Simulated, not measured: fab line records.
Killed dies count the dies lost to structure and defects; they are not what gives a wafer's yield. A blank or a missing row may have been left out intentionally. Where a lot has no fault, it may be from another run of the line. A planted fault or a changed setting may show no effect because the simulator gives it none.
One fault through the eyes of 3 desks / flow n5-finfet / each desk has only its own numbers; what lay behind them comes last

## AT THE METROLOGY DESK
What the gauges read for every lot (on any tool): the sampled wafers with a number, averaged. Marked OUT: a lot whose mean sits more than 4 standard deviations from the usual mean, which makes it out of limits; the brackets give that distance.
Columns: A = cd-nm at N5_BEOL_M11_CD_MEAS_28, usual 69.7 nm; B = V10_OVL at N5_BEOL_M11_OVL_MEAS_29, usual 0.1 nm
lot=L230; first seen here=day 12 05:53; A=69.0; B=0.1
lot=L234; first seen here=day 13 14:19; A=68.8; B=-0.8
lot=L239; first seen here=day 14 10:47; A=69.4; B=-0.2
lot=L242; first seen here=day 15 13:55; A=69.6; B=0.5
lot=L244; first seen here=day 15 17:16; A=69.7; B=0.0
lot=L249; first seen here=day 17 01:50; A=71.6; B=-0.2
This desk found nothing out of limits on any of the 6 lots.

## THE DEFECT DESK
For each lot, the counts of the inspections along the route, averaged over the sampled wafers that have a number. Marked OUT: a lot whose mean sits more than 4 standard deviations from the usual mean, which makes it out of limits; the brackets give that distance.
Columns: A = raw-defect-count at N5_BEOL_M11_INSPECT_30, usual 408
lot=L230; first seen here=day 12 05:56; A=360
lot=L234; first seen here=day 13 14:22; A=375
lot=L239; first seen here=day 14 10:50; A=332
lot=L242; first seen here=day 15 13:58; A=347
lot=L244; first seen here=day 15 17:19; A=456
lot=L249; first seen here=day 17 01:54; A=384
This desk found nothing out of limits on any of the 6 lots.

## FOR THE TOOL OWNER'S DESK: rie-diel-03
The tool's own readings at N5_BEOL_M11_VIA_ETCH_34 (etches SiCOH lowk in C4F6/O2, target depth 184.5 nm, time 69.2 s): means of the sampled wafers that have a number, for each lot that ran on this tool. Marked OUT: a lot whose mean sits more than 4 standard deviations from the usual mean, which makes it out of limits; the brackets give that distance.
Columns: A = C4F6_flow_sccm at N5_BEOL_M11_VIA_ETCH_34, usual 10.00 sccm; B = drypump-motor-current-A at N5_BEOL_M11_VIA_ETCH_34, usual 5.8 A; C = oes-product-au at N5_BEOL_M11_VIA_ETCH_34, usual 0.78 a.u.; D = rf-vpp-V at N5_BEOL_M11_VIA_ETCH_34, usual 665 V; E = run-length-s at N5_BEOL_M11_VIA_ETCH_34, usual 92.7 s; F = showerhead-plenum-p-Torr at N5_BEOL_M11_VIA_ETCH_34, usual 2.82 Torr; G = throttle-valve-pct at N5_BEOL_M11_VIA_ETCH_34, usual 20.97 %
lot=L230; first seen here=day 12 06:17; A=9.97; B=5.7; C=0.73; D=666; E=93.1; F=2.92; G=21.14
lot=L234; first seen here=day 13 14:59; A=9.99; B=5.8; C=0.74; D=667; E=96.7 (+11) OUT; F=2.95; G=21.02
lot=L239; first seen here=day 14 11:08; A=9.96; B=5.8; C=0.74; D=667; E=94.9 (+6.4) OUT; F=2.95; G=21.03
This desk's finding: out of limits on L234, L239; first on L234, day 13 14:59 (run-length-s at N5_BEOL_M11_VIA_ETCH_34). L230 stayed within limits.

## BROUGHT TOGETHER
The tool owner's desk had the chance to raise an alarm at day 13 14:59 on L234, L239.
Nothing out of limits was seen by the metrology desk.
Nothing the defect desk looked at was out of limits.
The metrology desk has L234, L239 on record, within its limits.
The defect desk has L234, L239 on record, within its limits.
Every lot named ran N5_BEOL_M11_VIA_ETCH_34 on rie-diel-03.

## WHAT HAD BEEN PUT IN BY THE SIMULATOR
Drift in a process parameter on rie-diel-03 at N5_BEOL_M11_VIA_ETCH_34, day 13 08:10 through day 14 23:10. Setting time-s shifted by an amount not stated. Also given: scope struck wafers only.
Lots struck among those shown: L234, L239.
How many hours passed from the start of the fault until each desk's first out-of-limits reading: the tool owner's desk, 7.
